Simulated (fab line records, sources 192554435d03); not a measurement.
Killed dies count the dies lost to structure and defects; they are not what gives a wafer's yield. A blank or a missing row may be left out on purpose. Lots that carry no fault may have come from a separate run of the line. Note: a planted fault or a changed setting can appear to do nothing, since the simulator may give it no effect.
Matching of chambers -- flow n5 finfet -- N5_BEOL_M11_ETCH_61 on rie diel-02 has 4 sister chambers
The step etches SiARC in CF4, target depth 39 nm, time 65 s. 16 wafers are shown with their chamber, then 8 later ones without.

== WAFERS PAIRED WITH THEIR CHAMBERS ==
wafer,chamber,showerhead plenum p Torr (Torr),etch rf on time s (s),oes product au (a.u.)
L076.4,1,2.17,65.3,0.68
L076.5,2,2.29,68.4,0.78
L076.6,3,2.20,66.1,0.57
L083.3,2,2.28,68.2,0.74
L083.5,0,2.19,64.3,0.82
L083.6,1,2.17,65.6,0.66
L086.3,2,2.28,68.0,0.73
L086.4,2,2.28,67.8,0.74
L086.6,0,2.19,64.5,0.80
L088.2,1,2.16,65.3,0.66
L088.4,0,2.19,65.1,0.79
L088.6,3,2.19,63.2,0.88
L090.2,0,2.19,65.0,0.79
L090.3,2,2.28,68.2,0.73
L090.5,0,2.19,65.2,0.78
L091.3,1,2.16,66.4,0.65

SIGNATURES, as means of the wafers listed above
reading,chamber 0,chamber 1,chamber 2,chamber 3,scatter within a chamber
showerhead plenum p Torr,2.1900,2.1650,2.2820,2.1950,0.00438
etch rf on time s,64.820,65.650,68.120,64.650,0.698
oes product au,0.7960,0.6625,0.7440,0.7250,0.0653
Rule: a wafer's distance from a chamber is the root of the sum, over the readings, of the square of ((its reading less the chamber's mean) divided by the reading's scatter). If the next closest chamber is less than 2 further off than the closest, the wafer can't be placed; otherwise it belongs to the closest. The scatter: the root of (the sum of the squares of (reading less its chamber's mean) over the shown wafers, divided by (wafers less chambers)).

== WAFERS WITH NO CHAMBER GIVEN ==
wafer,showerhead plenum p Torr (Torr),etch rf on time s (s),oes product au (a.u.)
L091.4,2.19,65.0,0.82
L091.6,2.28,68.8,0.72
L094.2,2.27,67.6,0.72
L094.4,2.16,65.6,0.65
L094.5,2.19,63.8,0.82
L096.3,2.16,64.6,0.64
L096.5,2.27,66.8,0.72
L096.6,2.16,64.7,0.65

== THE CHAMBER EACH PASSED THROUGH ==
wafer,from the rows above,in truth
L091.4,can't be placed: 0 or 3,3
L091.6,2,2
L094.2,2,2
L094.4,1,1
L094.5,can't be placed: 0 or 3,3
L096.3,1,1
L096.5,2,2
L096.6,1,1
Correct placement for 6 of the 8. Cannot be placed on the basis of these rows: 2; the candidates contain the true chamber in 2. Placed wrongly: 0.
